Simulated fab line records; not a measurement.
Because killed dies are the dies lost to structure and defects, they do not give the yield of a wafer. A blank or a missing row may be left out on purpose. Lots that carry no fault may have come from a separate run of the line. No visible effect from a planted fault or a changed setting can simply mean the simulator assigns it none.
A struck lot beside a sound one ; flow nand-harc ; 14 steps out of a route of 1302
Sound: the wafers L898.2, L898.3, L898.5. Struck: wafer L892.3. (L892.1, L892.5 of the same lot were not struck and are left out.) The cause comes at the end.
At each step with rows: each side's tool, then ch and its chambers, then its first start. Under that, the readings that differ: sound wafers ; struck wafers ; difference of the means ; sigmas: that difference in standard deviations of wafers without a fault.
alike: a reading whose means differ by less than 2 such deviations, as well as words and numbers matching on both sides. not compared: withheld readings; readings where some wafer has no value; bounds like >300 that might hide an equal value; numbers whose values overlap and for which the record gives no deviation.
Wherever a step has rows on one side only, a row that says differs or no value, or a row with sigmas, the two part there. When numbers do not overlap yet have no deviation, they are printed without sigmas and do not part them. A reading that every wafer of one side lacks parts them only if that side has two wafers or more.

first, 1 step without rows for these wafers: NHARC_A_ONON_D1_DEP_12 (target thk 1000 nm).
NHARC_A_ONON_D1_THK_MEAS_14: measures by ellipsometry.
  sound on film-metro-01, day 13 22:32; struck on film-metro-02, day 11 19:20
  alike: thk-nm
then, 2 steps without rows for these wafers: NHARC_A_ONON_D1_ANNEAL_15 (time 3600 s); NHARC_A_ONON_D1_DEP_16 (target thk 1000 nm).
NHARC_A_ONON_D1_THK_MEAS_18: measures by ellipsometry.
  sound on film-metro-01, day 14 06:20; struck on film-metro-01, day 12 06:30
  alike: thk-nm
then NHARC_A_ONON_D1_DEP_19 (target thk 1000 nm), 1 step lacking rows for these wafers.
NHARC_A_ONON_D1_THK_MEAS_21: measures by ellipsometry.
  sound on film-metro-01, day 14 06:54; struck on film-metro-02, day 12 07:04
  alike: thk-nm
then NHARC_A_ONON_D1_DEP_22 (target thk 1000 nm), 1 step lacking rows for these wafers.
NHARC_A_ONON_D1_THK_MEAS_24: measures by ellipsometry.
  sound on film-metro-02, day 14 07:29; struck on film-metro-02, day 12 07:38
  alike: thk-nm
then NHARC_A_ONON_D1_DEP_25 (target thk 1000 nm), 1 step lacking rows for these wafers.
NHARC_A_ONON_D1_THK_MEAS_27: measures by ellipsometry.
  sound on film-metro-02, day 14 08:04; struck on film-metro-01, day 12 08:12
  alike: thk-nm
NHARC_A_ONON_D1_DEP_28: target thk 1000 nm.
  sound on pecvd-onon-01 ch 0, day 14 08:11; struck on pecvd-onon-03 ch 0, day 12 08:15
NHARC_A_ONON_D1_THK_MEAS_30: measures by ellipsometry.
  sound on film-metro-01, day 14 08:38; struck on film-metro-02, day 12 08:46
reading;sound;struck;difference;sigmas
thk-nm (nm);1017 1017 1018;579;-438;-45
NHARC_A_ONON_D1_DEP_33: deposits SiO2, target thk 200 nm.
  sound on pecvd-04 ch 1,2, day 14 08:41; struck on pecvd-01 ch 0, day 12 08:49
  alike: heater-power-w, rf-fwd-power-W, throttle-valve-pct
  not compared: since-wet-clean-h

## WHERE THEY PART
At NHARC_A_ONON_D1_THK_MEAS_30 and nowhere else, as far as this record goes. Later steps at which nothing parts them and some readings are alike: NHARC_A_ONON_D1_DEP_33.

WHY: the cause the simulator had injected
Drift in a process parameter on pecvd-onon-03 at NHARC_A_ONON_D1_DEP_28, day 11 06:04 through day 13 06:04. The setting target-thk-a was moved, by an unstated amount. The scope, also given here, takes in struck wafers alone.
